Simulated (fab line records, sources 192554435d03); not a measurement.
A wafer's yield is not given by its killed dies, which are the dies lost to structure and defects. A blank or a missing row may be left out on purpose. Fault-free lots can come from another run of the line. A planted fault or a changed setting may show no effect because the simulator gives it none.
fab line records	flow n5_finfet
record: lots: 7	wafers: 39
route steps=1938 shown WELL_APT@26 STI_FIN_REVEAL@184 SD_EPI_N@269 HKMG_FIN@412 MOL_CONTACT_COAG@608 BEOL_M0_SAQP@698 BEOL_M2@906 BEOL_M4@1070 BEOL_M6@1239 BEOL_M8@1371 BEOL_M10@1488 BEOL_M13@1673 BEOL_M15@1773 PASSIVATION@1929
start_h: the number of hours between the record's first day and the start of the first shown wafer of the lot	wait_h: hours since the lot's step before	" identical to the entry in the row above	L1.1+2: a row that stands for several wafers	- no value, or no start was given	* or withheld: withheld	< > ~ a bound
route shown NAME@n: names a module that has steps shown in the file, with the first one's number in the route	usual: mean and standard deviation over wafers with no fault	same: alike in all rows	chamber/n: place in a boat	sites: each site's reading	_std_site: their standard deviation	_edge_site: the outer-site mean with the inner-site mean subtracted	radius_mm: how far each site lies from the wafer's centre	mask NAME#n: copy n	behind: tool/chamber where the wafer was last shaped	hold: why the lot went on hold/how many hours it stayed there/how the hold came to an end	device: names the non-switching transistor (n, p or np)	end of line: tests run on the same wafers once the route is complete	step lacking rows: just its recipe	killed: not the wafer's yield, but the dies lost to structure and defects at the first sort	map: per-die view of a wafer (x killed, . not killed, _ where there is no die)
set.NAME: setting as actually run; set.NAME@STEP: the setting as run at that earlier step	model.NAME: the simulator's own value behind a step, which no gauge read
lots with deliberately changed settings; one table per step, one row per wafer
== steps ==
step: N5_WELL_APT_DEVELOP_07
recipe: develop_time_s: 45	rinse_liquid: surfactant_rinse	dry: air_spin	dev_temp_c: 21
step: N5_STI_FIN_REVEAL_ALD_14
recipe: material: Si3N4	target_thk_a: 30	temp_c: 400	ald_precursor_family: SiH2I2	ald_co_reactant: N2/H2-plasma	pressure_torr: 2
step: N5_SD_EPI_N_DEVELOP_08
recipe: develop_time_s: 30	developer: TMAH	resist: CAR-ArF-block	dev_temp_c: 23	rinse_liquid: diw	dry: air_spin
step: N5_HKMG_FIN_ALD_79
recipe: material: TiN	target_thk_a: 15	temp_c: 400	ald_precursor_family: TiCl4	ald_co_reactant: NH3	pulse_time_s: 1	purge_time_s: 3	co_reactant_purge_time_s: 2	co_reactant_pulse_time_s: 2	ald_cycles: 68	pressure_torr: 3
step: N5_MOL_CONTACT_COAG_ALD_133
recipe: material: SiO2	target_thk_a: 50	temp_c: 100	ald_precursor_family: BDEAS	ald_co_reactant: O2-plasma	pulse_time_s: 1	co_reactant_pulse_time_s: 1	purge_time_s: 2	co_reactant_purge_time_s: 2	ald_cycles: 35	pressure_torr: 2
step: N5_BEOL_M0_SAQP_ALD_48
recipe: material: SiO2	target_thk_a: 200	temp_c: 100	ald_precursor_family: BDEAS	ald_co_reactant: O2-plasma	pulse_time_s: 1	co_reactant_pulse_time_s: 1	purge_time_s: 2	co_reactant_purge_time_s: 2	ald_cycles: 139	pressure_torr: 2
step: N5_BEOL_M2_SPUTTER_79
recipe: material: Cu	target_thk_a: 45	temp_c: -20	chamber_pressure_pa: 0.07	power_w: withheld	time_s: 8.29
step: N5_BEOL_M4_TRENCH_ETCH_37
recipe: chemistry: C4F6/O2	target_depth_a: 555.55	target: SiOC	time_s: 29.2	ion_energy_ev: 250	pressure_mtorr: 30	source_w: 355	bias_w: 185	Ar_flow_sccm: 300	C4F6_flow_sccm: 10	O2_flow_sccm: 10
step: N5_BEOL_M6_TRENCH_ETCH_37
recipe: chemistry: C4F6/O2	target_depth_a: 944.35	target: SiCOH_lowk	time_s: 31.5	ion_energy_ev: 250	pressure_mtorr: 30	source_w: 345	bias_w: 185	Ar_flow_sccm: 300	C4F6_flow_sccm: 10	O2_flow_sccm: 10
step: N5_BEOL_M8_ETCH_66
recipe: chemistry: N2/H2	target: SOC	target_depth_a: 800	overetch_a: 160	mask_material: SiARC	temp_c: 40	time_s: 120	ion_energy_ev: 200	pressure_mtorr: 30	source_w: 840	bias_w: 150	n2_flow_sccm: 200	h2_flow_sccm: 200
step: N5_BEOL_M10_ETCH_62
recipe: chemistry: N2/H2	target: SOC	target_depth_a: 1100	overetch_a: 220	mask_material: SiARC	temp_c: 40	time_s: 165	ion_energy_ev: 200	pressure_mtorr: 30	source_w: 840	bias_w: 150	n2_flow_sccm: 200	h2_flow_sccm: 200
step: N5_BEOL_M13_ETCH_59
recipe: chemistry: N2/H2	target: BARC	target_depth_a: 890	overetch_a: 267	time_s: 67.9	ion_energy_ev: 200	pressure_mtorr: 30	source_w: 840	bias_w: 150	n2_flow_sccm: 200	h2_flow_sccm: 200
step: N5_BEOL_M15_ILD_DEP_00
recipe: material: SiO2	target_thk_a: 16293	temp_c: 400	precursor: TEOS/O2	pressure_torr: 6.5	rf_w: 900	teos_flow_sccm: 161.4	gas: O2	flow_sccm: 2650	time_s: 346.1
step: N5_PASSIVATION_PASS_ETCH_47
recipe: chemistry: CF4/O2	target: SiNx	target_depth_a: 7700	time_s: 385	ion_energy_ev: 100	pressure_mtorr: 40	source_w: 535	bias_w: 49	Ar_flow_sccm: 100	cf4_flow_sccm: 100	O2_flow_sccm: 10
step: N5_PASSIVATION_PROBE_49
usual: killed_at_contacts: 13/6.7
lot.wafer	tool	chamber	start_h	wait_h	set.develop_time_s@WELL_APT_DEVELOP_07	set.target_thk_a@STI_FIN_REVEAL_ALD_14	set.develop_time_s@SD_EPI_N_DEVELOP_08	set.co_reactant_pulse_time_s@HKMG_FIN_ALD_79	set.ald_cycles@MOL_CONTACT_COAG_ALD_133	set.ald_cycles@BEOL_M0_SAQP_ALD_48	set.target_thk_a@BEOL_M2_SPUTTER_79	set.time_s@BEOL_M4_TRENCH_ETCH_37	set.time_s@BEOL_M6_TRENCH_ETCH_37	set.target_depth_a@BEOL_M8_ETCH_66	set.time_s@BEOL_M10_ETCH_62	set.time_s@BEOL_M13_ETCH_59	set.time_s@BEOL_M15_ILD_DEP_00	set.time_s@PASSIVATION_PASS_ETCH_47	killed_at_contacts
L074.1	prober-02	-	277.72	0.0	28.34	30	30	0.858	35	139	18.9	29.2	31.5	800	165	67.9	505.6	385	35
L074.2	prober-02	-	277.77	0.1	45	30	36.35	2	35	139	45	29.2	31.5	800	165	67.9	346.1	385	20
L074.3	prober-02	-	277.82	0.1	28.34	30	36.35	0.858	35	188	45	29.2	31.5	800	165	36.47	346.1	385	19
L074.4	prober-02	-	277.87	0.2	45	30	30	0.858	35	139	18.9	29.2	31.5	800	82.81	36.47	505.6	385	17
L074.5	prober-02	-	277.92	0.2	45	30	30	2	35	188	45	29.2	31.5	800	82.81	36.47	505.6	385	28
L074.6	prober-02	-	277.97	0.3	28.34	30	36.35	2	35	188	18.9	29.2	31.5	800	82.81	67.9	346.1	385	11
L075.2	prober-01	-	301.91	0.2	45	30	30	2	35	139	45	29.2	31.5	800	165	67.9	346.1	385	9
L075.4	prober-01	-	302.01	0.3	45	30	30	2	35	139	45	29.2	31.5	800	165	67.9	346.1	385	1
L075.6	prober-01	-	302.11	0.4	45	30	30	2	35	139	45	29.2	31.5	800	165	67.9	346.1	385	13
L083.1	prober-02	-	339.29	0.0	45	45.07	30	2.496	35	139	45	22.28	31.5	800	165	55.37	346.1	385	6
L083.2	prober-02	-	339.34	0.1	34.11	30	30	2	35	139	45	22.28	40.55	800	251.4	55.37	346.1	385	10
L083.3	prober-02	-	339.39	0.1	45	30	30	2.496	35	139	59.11	29.2	40.55	1044	251.4	67.9	346.1	385	3
L083.4	prober-02	-	339.44	0.2	45	45.07	30	2	35	139	59.11	22.28	40.55	1044	165	67.9	346.1	385	5
L083.5	prober-02	-	339.49	0.2	34.11	30	30	2.496	35	139	45	29.2	31.5	1044	165	55.37	346.1	385	12
L083.6	prober-02	-	339.54	0.3	34.11	45.07	30	2	35	139	59.11	29.2	31.5	800	251.4	67.9	346.1	385	9
L085.1	prober-01	-	347.89	0.0	45	14.69	30	2	15	139	64.7	41.57	50.23	375.1	165	67.9	346.1	385	1108
L085.2	prober-01	-	347.94	0.1	45	14.69	30	0.9814	35	139	64.7	41.57	31.5	800	165	67.9	346.1	385	11
L085.3	prober-01	-	347.99	0.1	45	30	30	2	15	139	45	29.2	31.5	800	165	41.45	346.1	385	1110
L085.4	prober-01	-	348.04	0.2	45	30	30	0.9814	15	139	64.7	29.2	31.5	375.1	165	41.45	346.1	385	1106
L085.5	prober-01	-	348.09	0.2	45	14.69	30	0.9814	35	139	45	29.2	50.23	800	165	67.9	346.1	385	3
L085.6	prober-01	-	348.14	0.3	45	30	30	2	35	139	45	41.57	50.23	375.1	165	41.45	346.1	385	11
L086.1	prober-01	-	362.21	0.0	45	39.68	30	2	35	139	27.15	12.45	25.19	800	165	49.9	346.1	385	21
L086.2	prober-01	-	362.26	0.1	65.52	39.68	30	2	35	139	27.15	29.2	31.5	800	165	67.9	346.1	385	20
L086.3	prober-01	-	362.31	0.1	45	30	30	2	35	61	27.15	29.2	31.5	800	165	67.9	346.1	385	19
L086.4	prober-01	-	362.36	0.2	65.52	30	30	2	35	61	45	29.2	25.19	800	165	49.9	346.1	385	12
L086.5	prober-01	-	362.41	0.2	65.52	30	30	2	35	139	45	12.45	25.19	800	165	67.9	346.1	385	13
L086.6	prober-01	-	362.46	0.3	45	39.68	30	2	35	61	45	12.45	31.5	800	165	49.9	346.1	385	17
L089.1	prober-02	-	375.27	0.0	45	30	30	3.13	35	139	45	17.64	31.5	800	165	67.9	346.1	385	10
L089.2	prober-02	-	375.32	0.1	45	37.4	13.9	2	16	139	45	17.64	14.09	473.4	165	67.9	346.1	461.8	1063
L089.3	prober-02	-	375.37	0.1	45	30	13.9	2	35	139	53.42	17.64	14.09	800	234.9	67.9	346.1	461.8	5
L089.4	prober-02	-	375.42	0.2	45	30	30	3.13	16	139	53.42	29.2	31.5	800	165	67.9	346.1	385	1097
L089.5	prober-02	-	375.47	0.2	45	37.4	30	2	35	139	45	29.2	31.5	473.4	234.9	67.9	346.1	461.8	7
L089.6	prober-02	-	375.52	0.3	45	37.4	13.9	3.13	16	139	53.42	29.2	14.09	473.4	234.9	67.9	346.1	385	1083
L090.1	prober-02	-	377.50	0.0	45	30	30	2	35	97	45	29.2	25.63	647.8	122	67.9	346.1	454.7	8
L090.2	prober-02	-	377.55	0.1	45	30	30	2.72	23	139	23.89	29.2	25.63	647.8	165	67.9	230.3	454.7	984
L090.3	prober-02	-	377.60	0.1	45	34.55	18.19	2	23	139	45	37.65	31.5	647.8	122	98.39	346.1	385	984
L090.4	prober-02	-	377.65	0.2	65.8	34.55	18.19	2.72	23	97	23.89	37.65	31.5	800	122	67.9	230.3	385	890
L090.5	prober-02	-	377.70	0.2	65.8	34.55	30	2	35	97	23.89	37.65	25.63	800	165	98.39	346.1	385	2
L090.6	prober-02	-	377.75	0.3	65.8	30	18.19	2.72	35	139	45	29.2	31.5	800	165	98.39	230.3	454.7	14
killed by level:class
L074.1 MOL_CONTACT_COAG:geometric_particle:open=23 MOL_CONTACT_COAG:geometric_particle:short=12 BEOL_M1:geometric_particle:open=12 STI_FIN_REVEAL:geometric_particle:open=4 BEOL_M1:geometric_particle:short=4 BEOL_M3:geometric_particle:open=4 BEOL_M4:geometric_particle:open=4 PAD_METAL:geometric_particle:short=4
L074.2 MOL_CONTACT_COAG:geometric_particle:open=17 FIN_SAQP:geometric_particle:short=8 FIN_SAQP:geometric_particle:open=4 DUMMY_GATE:geometric_particle:open=4 BEOL_M0_SAQP:geometric_particle:open=3 MOL_CONTACT_COAG:geometric_particle:short=3 PASS1_CAP:geometric_particle:short=3 BEOL_M1:geometric_particle:open=2
L074.3 BEOL_M13:area_etch=41 STI_FIN_REVEAL:geometric_particle:open=17 MOL_CONTACT_COAG:geometric_particle:open=10 FIN_SAQP:geometric_particle:short=9 MOL_CONTACT_COAG:geometric_particle:short=9 BEOL_M1:geometric_particle:open=9 BEOL_M4:geometric_particle:open=9 BEOL_M0_SAQP:geometric_particle:open=8
L074.4 BEOL_M10:area_etch=1072 BEOL_M2:geometric_particle:open=17 MOL_CONTACT_COAG:geometric_particle:open=16 BEOL_M1:geometric_particle:open=15 BEOL_M3:geometric_particle:open=10 STI_FIN_REVEAL:geometric_particle:open=7 DUMMY_GATE:geometric_particle:open=4 BEOL_M0_SAQP:geometric_particle:short=4
L074.5 BEOL_M10:area_etch=1069 MOL_CONTACT_COAG:geometric_particle:open=26 STI_FIN_REVEAL:geometric_particle:open=10 BEOL_M0_SAQP:geometric_particle:open=9 BEOL_M2:geometric_particle:open=6 FIN_SAQP:geometric_particle:open=5 BEOL_M0_SAQP:geometric_particle:short=5 BEOL_M1:geometric_particle:open=5
L074.6 BEOL_M10:area_etch=1096 STI_FIN_REVEAL:geometric_particle:open=12 BEOL_M2:geometric_particle:open=11 MOL_CONTACT_COAG:geometric_particle:open=8 BEOL_M0_SAQP:geometric_particle:short=7 BEOL_M3:geometric_particle:open=5 GATE_CUT:geometric_particle:short=4 BEOL_M1:geometric_particle:open=3
L075.2 STI_FIN_REVEAL:geometric_particle:open=21 BEOL_M0_SAQP:geometric_particle:short=8 BEOL_M1:geometric_particle:open=8 MOL_CONTACT_COAG:geometric_particle:open=7 BEOL_M3:geometric_particle:open=7 BEOL_M4:geometric_particle:open=7 FIN_SAQP:geometric_particle:open=6 FIN_SAQP:geometric_particle:short=6
L075.4 STI_FIN_REVEAL:geometric_particle:open=28 FIN_SAQP:geometric_particle:open=10 STI_FIN_REVEAL:geometric_particle:short=8 BEOL_M1:geometric_particle:open=6 BEOL_M4:geometric_particle:open=5 DUMMY_GATE:geometric_particle:open=4 GATE_CUT:geometric_particle:short=4 BEOL_M1:geometric_particle:short=2
L075.6 MOL_CONTACT_COAG:geometric_particle:open=12 STI_FIN_REVEAL:geometric_particle:open=9 STI_FIN_REVEAL:geometric_particle:short=8 FIN_SAQP:geometric_particle:short=4 ILD0:geometric_particle:open=4 BEOL_M1:geometric_particle:open=4 BEOL_M3:geometric_particle:open=4 BEOL_M4:geometric_particle:open=4
L083.1 FIN_SAQP:geometric_particle:short=12 FIN_SAQP:geometric_particle:open=10 BEOL_M0_SAQP:geometric_particle:open=9 BEOL_M1:geometric_particle:open=9 BEOL_M4:geometric_particle:open=8 BEOL_M3:geometric_particle:open=7 BEOL_M0_SAQP:geometric_particle:short=6 FIN_CUT:area_etch=5
L083.2 BEOL_M0_SAQP:geometric_particle:open=12 BEOL_M4:area_ecd=12 FIN_SAQP:geometric_particle:short=9 FIN_SAQP:geometric_particle:open=8 MOL_CONTACT_COAG:geometric_particle:open=8 BEOL_M4:geometric_particle:open=8 BEOL_M1:geometric_particle:open=6 BEOL_M2:geometric_particle:open=6
L083.3 FIN_SAQP:geometric_particle:short=11 BEOL_M3:geometric_particle:open=11 BEOL_M0_SAQP:geometric_particle:open=10 FIN_SAQP:geometric_particle:open=6 STI_FIN_REVEAL:geometric_particle:open=5 BEOL_M4:geometric_particle:short=4 BEOL_M2:geometric_particle:open=4 BEOL_M1:geometric_particle:open=4
L083.4 BEOL_M4:geometric_particle:open=13 FIN_SAQP:geometric_particle:open=10 STARTING-WAFER:geometric_particle:short=7 BEOL_M0_SAQP:geometric_particle:short=7 DUMMY_GATE:geometric_particle:open=6 BEOL_M2:geometric_particle:open=6 GATE_CUT:geometric_particle:short=5 BEOL_M3:geometric_particle:open=5
L083.5 FIN_SAQP:geometric_particle:short=17 BEOL_M0_SAQP:geometric_particle:short=12 FIN_SAQP:geometric_particle:open=11 BEOL_M2:geometric_particle:open=11 MOL_CONTACT_COAG:geometric_particle:open=10 BEOL_M0_SAQP:geometric_particle:open=9 BEOL_M4:geometric_particle:open=7 STI_FIN_REVEAL:geometric_particle:open=3
L083.6 BEOL_M3:geometric_particle:open=16 FIN_SAQP:geometric_particle:short=9 BEOL_M2:geometric_particle:open=8 FIN_SAQP:geometric_particle:open=7 MOL_CONTACT_COAG:geometric_particle:open=6 DUMMY_GATE:geometric_particle:open=5 BEOL_M4:geometric_particle:short=5 MOL_CONTACT_COAG:geometric_particle:short=3
L085.1 MOL_CONTACT_COAG:area_ald=1101 BEOL_M3:geometric_particle:open=9 BEOL_M4:geometric_particle:open=8 STI_FIN_REVEAL:geometric_particle:open=6 DUMMY_GATE:geometric_particle:open=6 FIN_SAQP:geometric_particle:open=5 MOL_CONTACT_COAG:geometric_particle:open=5 BEOL_M1:geometric_particle:open=5
L085.2 MOL_CONTACT_COAG:geometric_particle:open=9 STI_FIN_REVEAL:geometric_particle:open=7 BEOL_M3:geometric_particle:open=7 FIN_SAQP:geometric_particle:open=6 DUMMY_GATE:geometric_particle:open=6 BEOL_M0_SAQP:geometric_particle:short=6 GATE_CUT:geometric_particle:short=5 BEOL_M0_SAQP:geometric_particle:open=5
L085.3 MOL_CONTACT_COAG:area_ald=1078 MOL_CONTACT_COAG:geometric_particle:open=25 BEOL_M3:geometric_particle:open=8 MOL_CONTACT_COAG:geometric_particle:short=7 FIN_SAQP:geometric_particle:open=6 STI_FIN_REVEAL:geometric_particle:open=5 GATE_CUT:geometric_particle:short=4 BEOL_M0_SAQP:geometric_particle:open=4
L085.4 MOL_CONTACT_COAG:area_ald=1089 MOL_CONTACT_COAG:geometric_particle:open=15 BEOL_M0_SAQP:geometric_particle:short=12 BEOL_M3:geometric_particle:open=8 BEOL_M1:geometric_particle:open=6 BEOL_M2:geometric_particle:open=6 BEOL_M4:geometric_particle:open=6 FIN_SAQP:geometric_particle:open=4
L085.5 BEOL_M6:area_etch=402 BEOL_M3:geometric_particle:open=13 FIN_SAQP:geometric_particle:short=11 FIN_SAQP:geometric_particle:open=9 BEOL_M0_SAQP:geometric_particle:open=8 BEOL_M1:geometric_particle:open=7 BEOL_M4:geometric_particle:open=7 STI_FIN_REVEAL:geometric_particle:open=5
L085.6 BEOL_M8:area_etch=918 BEOL_M6:area_etch=84 MOL_CONTACT_COAG:geometric_particle:open=9 BEOL_M1:geometric_particle:open=9 FIN_SAQP:geometric_particle:open=8 BEOL_M0_SAQP:geometric_particle:open=6 BEOL_M2:geometric_particle:open=6 STI_FIN_REVEAL:geometric_particle:open=5
L086.1 BEOL_M4:area_ecd=1079 MOL_CONTACT_COAG:geometric_particle:open=16 FIN_SAQP:geometric_particle:short=7 BEOL_M2:geometric_particle:open=7 STI_FIN_REVEAL:geometric_particle:open=6 BEOL_M0_SAQP:geometric_particle:open=6 BEOL_M0_SAQP:geometric_particle:short=6 FIN_SAQP:geometric_particle:open=5
L086.2 MOL_CONTACT_COAG:geometric_particle:open=12 BEOL_M3:geometric_particle:open=9 MOL_CONTACT_COAG:geometric_particle:short=8 BEOL_M0_SAQP:geometric_particle:open=8 BEOL_M0_SAQP:geometric_particle:short=7 FIN_SAQP:geometric_particle:short=6 BEOL_M4:geometric_particle:open=6 STI_FIN_REVEAL:geometric_particle:open=5
L086.3 MOL_CONTACT_COAG:geometric_particle:open=14 BEOL_M2:geometric_particle:open=8 MOL_CONTACT_COAG:geometric_particle:short=5 FIN_SAQP:geometric_particle:open=4 FIN_SAQP:geometric_particle:short=4 STI_FIN_REVEAL:geometric_particle:open=4 DUMMY_GATE:geometric_particle:open=4 BEOL_M4:geometric_particle:open=4
L086.4 MOL_CONTACT_COAG:geometric_particle:open=11 BEOL_M4:geometric_particle:open=10 FIN_SAQP:geometric_particle:short=7 STI_FIN_REVEAL:geometric_particle:open=7 BEOL_M2:geometric_particle:open=7 GATE_CUT:geometric_particle:short=6 BEOL_M1:geometric_particle:open=5 FIN_SAQP:geometric_particle:open=4
L086.5 BEOL_M4:area_ecd=1095 MOL_CONTACT_COAG:geometric_particle:open=12 STI_FIN_REVEAL:geometric_particle:open=9 BEOL_M4:geometric_particle:open=8 BEOL_M0_SAQP:geometric_particle:short=8 BEOL_M2:geometric_particle:open=7 FIN_SAQP:geometric_particle:open=7 FIN_SAQP:geometric_particle:short=6
L086.6 BEOL_M4:area_ecd=1099 MOL_CONTACT_COAG:geometric_particle:open=16 BEOL_M2:geometric_particle:open=8 FIN_SAQP:geometric_particle:open=6 STI_FIN_REVEAL:geometric_particle:open=6 FIN_SAQP:geometric_particle:short=4 BEOL_M0_SAQP:geometric_particle:open=4 STARTING-WAFER:geometric_particle:short=3
L089.1 BEOL_M4:area_ecd=1080 FIN_SAQP:geometric_particle:open=11 BEOL_M2:geometric_particle:open=10 MOL_CONTACT_COAG:geometric_particle:open=9 STI_FIN_REVEAL:geometric_particle:open=6 ILD0:geometric_particle:open=6 BEOL_M1:geometric_particle:open=6 FIN_SAQP:geometric_particle:short=5
L089.2 MOL_CONTACT_COAG:area_ald=1048 FIN_SAQP:geometric_particle:open=18 FIN_SAQP:geometric_particle:short=13 BEOL_M1:geometric_particle:open=13 MOL_CONTACT_COAG:geometric_particle:open=9 BEOL_M0_SAQP:geometric_particle:short=8 BEOL_M0_SAQP:geometric_particle:open=7 MOL_CONTACT_COAG:geometric_particle:short=6
L089.3 BEOL_M4:area_ecd=569 BEOL_M6:area_ecd=510 BEOL_M1:geometric_particle:open=16 BEOL_M0_SAQP:geometric_particle:open=14 FIN_SAQP:geometric_particle:short=7 STI_FIN_REVEAL:geometric_particle:open=7 BEOL_M0_SAQP:geometric_particle:short=7 BEOL_M4:geometric_particle:open=6
L089.4 MOL_CONTACT_COAG:area_ald=1087 BEOL_M0_SAQP:geometric_particle:open=10 FIN_SAQP:geometric_particle:open=9 MOL_CONTACT_COAG:geometric_particle:open=9 BEOL_M0_SAQP:geometric_particle:short=9 BEOL_M2:geometric_particle:open=7 STI_FIN_REVEAL:geometric_particle:open=6 BEOL_M1:geometric_particle:open=4
L089.5 FIN_SAQP:geometric_particle:open=15 BEOL_M2:geometric_particle:open=15 FIN_SAQP:geometric_particle:short=13 BEOL_M0_SAQP:geometric_particle:open=8 BEOL_M0_SAQP:geometric_particle:short=8 BEOL_M4:geometric_particle:open=7 STI_FIN_REVEAL:geometric_particle:open=6 DUMMY_GATE:geometric_particle:open=5
L089.6 MOL_CONTACT_COAG:area_ald=1076 STI_FIN_REVEAL:geometric_particle:open=12 FIN_SAQP:geometric_particle:short=11 FIN_SAQP:geometric_particle:open=9 BEOL_M2:geometric_particle:open=7 MOL_CONTACT_COAG:geometric_particle:open=6 BEOL_M1:geometric_particle:open=6 BEOL_M3:geometric_particle:open=6
L090.1 BEOL_M10:area_etch=688 BEOL_M0_SAQP:geometric_particle:short=12 BEOL_M1:geometric_particle:open=10 BEOL_M2:geometric_particle:open=9 MOL_CONTACT_COAG:geometric_particle:open=8 BEOL_M0_SAQP:geometric_particle:open=8 GATE_CUT:geometric_particle:short=7 STI_FIN_REVEAL:geometric_particle:open=5
L090.2 MOL_CONTACT_COAG:area_ald=975 BEOL_M3:geometric_particle:open=6 STI_FIN_REVEAL:geometric_particle:open=6 MOL_CONTACT_COAG:geometric_particle:open=6 BEOL_M1:geometric_particle:open=6 GATE_CUT:geometric_particle:short=5 STI_FIN_REVEAL:geometric_particle:short=4 BEOL_M0_SAQP:geometric_particle:short=4
L090.3 MOL_CONTACT_COAG:area_ald=981 BEOL_M10:area_etch=76 GATE_CUT:geometric_particle:short=12 STI_FIN_REVEAL:geometric_particle:open=7 BEOL_M3:geometric_particle:open=6 BEOL_M0_SAQP:geometric_particle:short=6 FIN_SAQP:geometric_particle:open=5 DUMMY_GATE:geometric_particle:open=5
L090.4 MOL_CONTACT_COAG:area_ald=878 BEOL_M10:area_etch=159 STI_FIN_REVEAL:geometric_particle:open=18 MOL_CONTACT_COAG:geometric_particle:open=10 GATE_CUT:geometric_particle:short=8 BEOL_M0_SAQP:geometric_particle:short=8 BEOL_M3:geometric_particle:open=8 BEOL_M1:geometric_particle:open=7
L090.5 BEOL_M0_SAQP:geometric_particle:open=14 BEOL_M0_SAQP:geometric_particle:short=10 STI_FIN_REVEAL:geometric_particle:open=9 BEOL_M2:geometric_particle:open=7 FIN_SAQP:geometric_particle:open=5 DUMMY_GATE:geometric_particle:open=5 BEOL_M1:geometric_particle:open=5 GATE_CUT:geometric_particle:open=4
L090.6 MOL_CONTACT_COAG:geometric_particle:open=12 BEOL_M0_SAQP:geometric_particle:open=11 BEOL_M0_SAQP:geometric_particle:short=9 STI_FIN_REVEAL:geometric_particle:open=7 DUMMY_GATE:geometric_particle:open=5 BEOL_M1:geometric_particle:open=5 BEOL_M3:geometric_particle:open=5 FIN_SAQP:geometric_particle:open=4
== key ==
split: step: N5_WELL_APT_DEVELOP_07	setting: develop_time_s	stated_as: 45
response none clear
split: step: N5_STI_FIN_REVEAL_ALD_14	setting: target_thk_a	stated_as: 30
response none clear
split: step: N5_SD_EPI_N_DEVELOP_08	setting: develop_time_s	stated_as: 30
response none clear
split: step: N5_HKMG_FIN_ALD_79	setting: co_reactant_pulse_time_s	stated_as: 2
response none clear
split: step: N5_MOL_CONTACT_COAG_ALD_133	setting: ald_cycles	stated_as: 35
response: step: N5_PASSIVATION_PROBE_49	reading: killed_at_contacts	slope: -20.6	per: 1%	together_with: all	explained: 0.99
split: step: N5_BEOL_M0_SAQP_ALD_48	setting: ald_cycles	stated_as: 139
response none clear
split: step: N5_BEOL_M2_SPUTTER_79	setting: target_thk_a	stated_as: 45
response none clear
split: step: N5_BEOL_M4_TRENCH_ETCH_37	setting: time_s	stated_as: 29.2
response none clear
split: step: N5_BEOL_M6_TRENCH_ETCH_37	setting: time_s	stated_as: 31.5
response none clear
split: step: N5_BEOL_M8_ETCH_66	setting: target_depth_a	stated_as: 800
response none clear
split: step: N5_BEOL_M10_ETCH_62	setting: time_s	stated_as: 165
response none clear
split: step: N5_BEOL_M13_ETCH_59	setting: time_s	stated_as: 67.9
response none clear
split: step: N5_BEOL_M15_ILD_DEP_00	setting: time_s	stated_as: 346.1
response none clear
split: step: N5_PASSIVATION_PASS_ETCH_47	setting: time_s	stated_as: 385
response none clear
